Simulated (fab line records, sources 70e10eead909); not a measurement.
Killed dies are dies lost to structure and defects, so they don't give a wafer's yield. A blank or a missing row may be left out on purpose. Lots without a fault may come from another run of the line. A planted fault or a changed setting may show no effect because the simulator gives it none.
Which tool did it? | flow nand_harc | 6 lots, 18 wafers sampled, at 2 steps of a route of 1302

WHAT THE GAUGES READ, wafer by wafer
NHARC_P_GATE_INSPECT_68.
lot  | measured     | on                | raw_defect_count
L345 | day 7 01:42  | defect_inspect-02 | 166 124 130
L347 | day 7 20:20  | defect_inspect-01 | 233 201 251
L350 | day 9 04:05  | defect_inspect-01 | 324 329 353
L356 | day 11 17:50 | defect_inspect-01 | 196 320 268
L359 | day 13 00:00 | defect_inspect-02 | 345 238 242
L363 | day 14 10:55 | defect_inspect-02 | 181 152 118

WHICH TOOL RAN EACH LOT (tool, then ch and the chambers of the sampled wafers, then the start)
lot  | NHARC_P_GATE_RTA_82
L345 | rtp_anneal-02 ch 0, day 7 01:30
L347 | rtp_anneal-02 ch 0, day 7 20:10
L350 | rtp_anneal-01 ch 0, day 9 03:53
L356 | rtp_anneal-01 ch 0, day 11 17:43
L359 | rtp_anneal-02 ch 0, day 12 23:52
L363 | rtp_anneal-01 ch 0, day 14 10:45
- NHARC_P_GATE_RTA_82: time 30 s.

THE ANSWER, worked out from the rows above alone
Rule: what is usual is taken from the lots themselves. Put in order of their means at a reading, lots are off if they are a third of the lots or fewer, leave a main group of 4 or more, and stand apart from it by a gap of 3 or more times the standard deviation of the main group's means; of several such gaps the widest counts. A main group whose means are all the same, to the digits that the tables above print for the reading, isn't used. A lot without any number at a reading at which 4 lots or more have one is off too. The other lots that the step has rows for count as sound.
No lot is off at any reading shown: from this, nothing can be told.

WHAT THE SIMULATOR HAD PUT IN
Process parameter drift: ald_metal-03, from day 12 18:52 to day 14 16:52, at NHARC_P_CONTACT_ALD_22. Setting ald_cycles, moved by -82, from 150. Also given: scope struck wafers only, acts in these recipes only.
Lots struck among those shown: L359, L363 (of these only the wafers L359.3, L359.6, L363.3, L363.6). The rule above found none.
